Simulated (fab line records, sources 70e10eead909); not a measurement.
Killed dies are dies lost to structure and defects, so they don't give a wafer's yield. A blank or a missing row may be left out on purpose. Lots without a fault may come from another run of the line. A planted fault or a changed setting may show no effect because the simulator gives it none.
Chamber matching | flow nand_harc | NHARC_A_STAIRCASE_DEP_325 on pecvd-04: 3 sister chambers
The step deposits SiO2, target thk 7200 nm. 14 wafers are shown with their chamber, then 7 later ones without.

WAFERS WITH THEIR CHAMBER
wafer  | chamber | heater_power_w (W)
L074.2 | 1       | 748
L074.5 | 2       | 577
L074.6 | 0       | 631
L076.2 | 2       | 674
L076.4 | 2       | 584
L076.5 | 1       | 722
L082.2 | 2       | 674
L082.3 | 0       | 652
L082.5 | 1       | 762
L084.3 | 1       | 898
L084.4 | 2       | 573
L084.5 | 0       | 619
L087.3 | 2       | 604
L087.5 | 2       | 573

SIGNATURES (means of the wafers above)
reading        | chamber 0 | chamber 1 | chamber 2 | scatter within a chamber
heater_power_w | 634.00    | 782.50    | 608.43    | 53.8
Rule: a wafer's distance from a chamber is the root of the sum, over the readings, of the square of ((its reading less the chamber's mean) divided by the reading's scatter). The wafer belongs to the nearest chamber; if the next one is less than 2 further off, it can't be placed. The scatter: the root of (the sum of the squares of (reading less its chamber's mean) over the shown wafers, divided by (wafers less chambers)).

WAFERS WITHOUT THEIR CHAMBER
wafer  | heater_power_w (W)
L087.6 | 625
L093.1 | 719
L093.2 | 789
L093.4 | 574
L094.2 | 689
L094.4 | 765
L094.5 | 597

WHICH CHAMBER EACH WENT THROUGH
wafer  | from the rows above          | in truth
L087.6 | can't be placed: 0 or 2      | 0
L093.1 | can't be placed: 1 or 0 or 2 | 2
L093.2 | 1                            | 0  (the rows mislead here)
L093.4 | can't be placed: 2 or 0      | 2
L094.2 | can't be placed: 0 or 2 or 1 | 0
L094.4 | 1                            | 1
L094.5 | can't be placed: 2 or 0      | 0
Placed correctly: 1 of 7. Can't be placed from these rows: 5 (the true chamber is among the candidates in 5). Placed wrongly: 1.
